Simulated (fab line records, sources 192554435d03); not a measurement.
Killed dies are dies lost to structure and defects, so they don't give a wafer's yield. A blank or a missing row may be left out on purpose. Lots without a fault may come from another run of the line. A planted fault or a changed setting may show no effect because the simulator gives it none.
Chamber matching | flow n5_finfet | N5_FIN_SAQP_SPACER1_ALD_24 on ald_sin-01: 4 sister chambers
The step deposits SiO2, target thk 20.3 nm, pulse time 1 s, purge time 2 s. 14 wafers are shown with their chamber, then 7 later ones without.

WAFERS WITH THEIR CHAMBER
wafer  | chamber | heater_power_w (W) | precursor_pulse_height_rel
L130.2 | 0       | 465                | 0.955
L130.5 | 1       | 417                | 1.023
L130.6 | 2       | 472                | 1.017
L134.2 | 1       | 410                | 0.968
L134.4 | 2       | 475                | 1.037
L134.6 | 2       | 482                | 0.997
L135.2 | 3       | 373                | 1.012
L135.4 | 0       | 455                | 0.982
L135.5 | 1       | 401                | 1.008
L137.1 | 1       | 413                | 1.011
L137.4 | 0       | 473                | 0.999
L137.5 | 0       | 459                | 1.021
L149.1 | 2       | 480                | 1.064
L149.4 | 1       | 413                | 1.038

SIGNATURES (means of the wafers above)
reading                    | chamber 0 | chamber 1 | chamber 2 | chamber 3 | scatter within a chamber
heater_power_w             | 463.00    | 410.80    | 477.25    | 373.00    | 6.26
precursor_pulse_height_rel | 0.98925   | 1.00960   | 1.02875   | 1.01200   | 0.0274
Rule: a wafer's distance from a chamber is the root of the sum, over the readings, of the square of ((its reading less the chamber's mean) divided by the reading's scatter). The wafer belongs to the nearest chamber; if the next one is less than 2 further off, it can't be placed. The scatter: the root of (the sum of the squares of (reading less its chamber's mean) over the shown wafers, divided by (wafers less chambers)).

WAFERS WITHOUT THEIR CHAMBER
wafer  | heater_power_w (W) | precursor_pulse_height_rel
L149.5 | 488                | 0.976
L151.2 | 384                | 1.034
L151.3 | 465                | 1.000
L151.5 | 460                | 0.983
L152.1 | 399                | 1.034
L152.2 | 476                | 1.002
L152.3 | 455                | 0.981

WHICH CHAMBER EACH WENT THROUGH
wafer  | from the rows above     | in truth
L149.5 | can't be placed: 2 or 0 | 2
L151.2 | 3                       | 3
L151.3 | can't be placed: 0 or 2 | 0
L151.5 | 0                       | 0
L152.1 | 1                       | 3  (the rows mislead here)
L152.2 | can't be placed: 2 or 0 | 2
L152.3 | 0                       | 0
Placed correctly: 3 of 7. Can't be placed from these rows: 3 (the true chamber is among the candidates in 3). Placed wrongly: 1.
